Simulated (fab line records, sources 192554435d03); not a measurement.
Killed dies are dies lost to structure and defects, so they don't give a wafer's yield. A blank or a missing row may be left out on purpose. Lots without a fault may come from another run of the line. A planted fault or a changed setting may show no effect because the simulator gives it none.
Chamber matching | flow n5_finfet | N5_FIN_SAQP_STRIP_70 on rie_diel-01: 4 sister chambers
The step strips in N2/H2. 8 wafers are shown with their chamber, then 8 later ones without.

WAFERS WITH THEIR CHAMBER
wafer  | chamber | showerhead_plenum_p_Torr (Torr) | throttle_valve_pct (%)
L082.5 | 1       | 3.56                            | 19.4
L082.6 | 2       | 3.19                            | 18.3
L084.4 | 2       | 3.19                            | 18.2
L084.5 | 3       | 3.31                            | 18.4
L086.3 | 1       | 3.56                            | 19.4
L086.4 | 3       | 3.31                            | 18.4
L086.5 | 0       | 3.36                            | 18.7
L089.2 | 0       | 3.35                            | 18.8

WAFERS WITHOUT THEIR CHAMBER
wafer  | showerhead_plenum_p_Torr (Torr) | throttle_valve_pct (%)
L089.4 | 3.18                            | 18.3
L089.6 | 3.56                            | 19.4
L094.2 | 3.55                            | 19.4
L094.3 | 3.30                            | 18.4
L094.4 | 3.35                            | 18.7
L096.2 | 3.18                            | 18.3
L096.3 | 3.30                            | 18.4
L096.4 | 3.35                            | 18.8

WHICH CHAMBER EACH WENT THROUGH
wafer  | from the rows above | in truth
L089.4 | 2                   | 2
L089.6 | 1                   | 1
L094.2 | 1                   | 1
L094.3 | 3                   | 3
L094.4 | 0                   | 0
L096.2 | 2                   | 2
L096.3 | 3                   | 3
L096.4 | 0                   | 0
Placed correctly: 8 of 8. Can't be placed from these rows: 0. Placed wrongly: 0.
How it was worked out, from the rows above alone: a wafer's distance from a chamber is the root of the sum, over the readings, of the square of ((its reading less the chamber's mean) divided by the reading's scatter). The wafer belongs to the nearest chamber; if the next one is less than 2 further off, it can't be placed. A chamber's mean is the mean of its shown wafers. The scatter: the root of (the sum of the squares of (reading less its chamber's mean) over the shown wafers, divided by (wafers less chambers)).
